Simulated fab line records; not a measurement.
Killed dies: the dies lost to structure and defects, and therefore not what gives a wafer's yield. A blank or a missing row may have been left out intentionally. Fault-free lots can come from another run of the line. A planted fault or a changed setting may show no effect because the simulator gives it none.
Matching of chambers	flow nand-harc	cmp-03 running NHARC_A_CHANNEL_FILL_D1_CMP_10: 4 sister chambers
The step polishes, target thk 150 nm. 16 wafers are shown with their chamber, then 8 later ones without.

== EACH WAFER AND ITS CHAMBER ==
wafer	chamber	time-to-endpoint-s (s)	motor-current-A (A)	retaining-ring-pressure-frac
L524.1	0	17.5	11.9	1.005
L524.2	1	17.8	11.1	1.012
L524.5	0	16.4	11.9	0.999
L525.1	1	15.5	10.0	0.994
L525.4	2	11.5	12.3	0.999
L525.6	2	13.9	12.1	0.993
L531.1	1	18.6	11.4	1.003
L531.3	2	12.4	12.2	0.996
L531.5	2	13.1	12.3	1.000
L532.2	3	20.4	11.2	1.002
L532.4	1	18.7	10.9	1.007
L532.5	2	13.2	12.0	0.996
L538.3	1	17.3	10.7	0.996
L538.5	2	10.1	12.0	1.000
L538.6	3	20.2	10.7	1.005
L539.2	0	15.7	12.3	0.999

SIGNATURES (averages over the wafers above)
reading	chamber 0	chamber 1	chamber 2	chamber 3	scatter within a chamber
time-to-endpoint-s	16.533	17.580	12.367	20.300	1.22
motor-current-A	12.033	10.820	12.150	10.950	0.346
retaining-ring-pressure-frac	1.00100	1.00240	0.99733	1.00350	0.00494
Rule: for a wafer and a chamber, the distance is found by dividing, reading by reading, the gap between the wafer's reading and the chamber's mean by the reading's scatter, squaring, summing and taking the root. If the next closest chamber is less than 2 further off than the closest, the wafer can't be placed; otherwise it belongs to the closest. How the scatter is found: for the shown wafers, subtract from each reading the mean of its chamber, square and add these, divide the total by (wafers less chambers), then take the root.

== WAFERS WITHOUT THEIR CHAMBER ==
wafer	time-to-endpoint-s (s)	motor-current-A (A)	retaining-ring-pressure-frac
L539.4	15.9	11.2	0.995
L539.5	9.4	12.4	1.014
L542.1	15.9	10.2	0.994
L542.4	14.4	11.2	1.002
L542.6	11.3	11.5	0.992
L545.3	14.9	10.8	1.003
L545.4	13.6	11.3	0.999
L545.5	15.3	11.8	1.004

== WHICH CHAMBER EACH ONE RAN IN ==
wafer	from the rows above	in truth
L539.4	can't be placed: 1 or 0 or 2 or 3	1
L539.5	2	2
L542.1	can't be placed: 1 or 3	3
L542.4	can't be placed: 1 or 0 or 2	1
L542.6	2	2
L545.3	can't be placed: 1 or 0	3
L545.4	can't be placed: 2 or 0 or 1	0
L545.5	can't be placed: 0 or 2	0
Correctly placed: 2 of 8. Can't be placed from these rows: 6 (the true chamber is among the candidates in 5). 0 placed wrongly.
